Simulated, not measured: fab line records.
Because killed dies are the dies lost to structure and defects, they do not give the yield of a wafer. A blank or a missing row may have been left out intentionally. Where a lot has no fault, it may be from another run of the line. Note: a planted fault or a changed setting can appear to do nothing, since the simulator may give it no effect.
Matching of chambers + flow nand harc + NHARC_A_CHANNEL_HOLE_D1_DESCUM_15 on rie diel-10: 4 sister chambers
The step chemistry O2, time 3 s. 36 wafers are shown with their chamber, then 12 later ones without.

## WAFERS, EACH WITH ITS CHAMBER
| wafer  | chamber | drypump motor current A (A) | showerhead plenum p Torr (Torr) | oes product au (a.u.) |
|--------|---------|-----------------------------|---------------------------------|-----------------------|
| L074.2 | 3       | 5.4                         | 1.80                            | 1.031                 |
| L074.3 | 0       | 5.8                         | 1.85                            | 1.000                 |
| L074.4 | 1       | 6.4                         | 1.86                            | 1.008                 |
| L076.2 | 2       | 5.9                         | 1.82                            | 1.012                 |
| L076.3 | 1       | 6.4                         | 1.86                            | 1.025                 |
| L076.6 | 0       | 5.8                         | 1.85                            | 1.014                 |
| L078.3 | 3       | 5.4                         | 1.80                            | 1.034                 |
| L078.4 | 3       | 5.4                         | 1.80                            | 1.024                 |
| L078.6 | 0       | 5.8                         | 1.84                            | 1.007                 |
| L077.1 | 0       | 5.8                         | 1.84                            | 0.996                 |
| L077.5 | 3       | 5.4                         | 1.80                            | 1.030                 |
| L077.6 | 2       | 5.9                         | 1.82                            | 1.017                 |
| L077.2 | 2       | 5.9                         | 1.82                            | 1.020                 |
| L077.3 | 3       | 5.4                         | 1.80                            | 1.023                 |
| L077.4 | 0       | 5.8                         | 1.84                            | 0.994                 |
| L079.1 | 3       | 5.4                         | 1.80                            | 1.026                 |
| L079.3 | 1       | 6.4                         | 1.86                            | 1.039                 |
| L079.6 | 3       | 5.4                         | 1.80                            | 1.022                 |
| L082.2 | 1       | 6.4                         | 1.86                            | 0.997                 |
| L082.4 | 2       | 5.9                         | 1.82                            | 1.006                 |
| L082.5 | 2       | 5.9                         | 1.82                            | 0.993                 |
| L084.1 | 1       | 6.4                         | 1.86                            | 1.007                 |
| L084.3 | 2       | 5.9                         | 1.82                            | 1.004                 |
| L084.4 | 3       | 5.4                         | 1.80                            | 1.007                 |
| L085.3 | 2       | 5.9                         | 1.82                            | 1.012                 |
| L085.5 | 3       | 5.4                         | 1.80                            | 1.014                 |
| L085.6 | 2       | 5.8                         | 1.82                            | 1.003                 |
| L087.1 | 3       | 5.4                         | 1.80                            | 1.005                 |
| L087.4 | 1       | 6.4                         | 1.85                            | 1.004                 |
| L087.6 | 3       | 5.4                         | 1.80                            | 1.003                 |
| L090.3 | 3       | 5.4                         | 1.80                            | 1.012                 |
| L090.4 | 0       | 5.8                         | 1.84                            | 1.004                 |
| L090.5 | 0       | 5.8                         | 1.84                            | 1.003                 |
| L090.1 | 1       | 6.4                         | 1.85                            | 1.000                 |
| L090.2 | 2       | 5.9                         | 1.81                            | 1.004                 |
| L090.6 | 3       | 5.4                         | 1.80                            | 1.003                 |

SIGNATURES (averages over the wafers above)
| reading                  | chamber 0 | chamber 1 | chamber 2 | chamber 3 | scatter within a chamber |
|--------------------------|-----------|-----------|-----------|-----------|--------------------------|
| drypump motor current A  | 5.800     | 6.400     | 5.889     | 5.400     | 0.0167                   |
| showerhead plenum p Torr | 1.8429    | 1.8571    | 1.8189    | 1.8000    | 0.00342                  |
| oes product au           | 1.00257   | 1.01143   | 1.00789   | 1.01800   | 0.0107                   |
Rule: for a wafer and a chamber, the distance is found by dividing, reading by reading, the gap between the wafer's reading and the chamber's mean by the reading's scatter, squaring, summing and taking the root. The wafer belongs to the nearest chamber; if the next one is less than 2 further off, it can't be placed. The scatter is the square root of a quotient: the sum, over the shown wafers, of each reading's squared deviation from its chamber's mean, divided by wafers minus chambers.

## WAFERS MISSING THEIR CHAMBER
| wafer  | drypump motor current A (A) | showerhead plenum p Torr (Torr) | oes product au (a.u.) |
|--------|-----------------------------|---------------------------------|-----------------------|
| L091.3 | 5.9                         | 1.81                            | 1.001                 |
| L091.4 | 5.4                         | 1.80                            | 1.007                 |
| L091.5 | 6.4                         | 1.85                            | 1.005                 |
| L092.1 | 5.8                         | 1.84                            | 0.993                 |
| L092.3 | 6.4                         | 1.85                            | 1.009                 |
| L092.5 | 5.8                         | 1.84                            | 0.995                 |
| L094.1 | 6.4                         | 1.85                            | 1.011                 |
| L094.3 | 5.8                         | 1.84                            | 0.994                 |
| L094.4 | 5.9                         | 1.81                            | 0.989                 |
| L095.2 | 6.4                         | 1.85                            | 1.016                 |
| L095.3 | 5.8                         | 1.84                            | 0.994                 |
| L095.5 | 5.8                         | 1.84                            | 0.991                 |

## EACH ONE'S CHAMBER
| wafer  | from the rows above | in truth |
|--------|---------------------|----------|
| L091.3 | 2                   | 2        |
| L091.4 | 3                   | 3        |
| L091.5 | 1                   | 1        |
| L092.1 | 0                   | 0        |
| L092.3 | 1                   | 1        |
| L092.5 | 0                   | 0        |
| L094.1 | 1                   | 1        |
| L094.3 | 0                   | 0        |
| L094.4 | 2                   | 2        |
| L095.2 | 1                   | 1        |
| L095.3 | 0                   | 0        |
| L095.5 | 0                   | 0        |
Placed correctly: 12 of 12. Not placeable from these rows: 0. 0 placed wrongly.
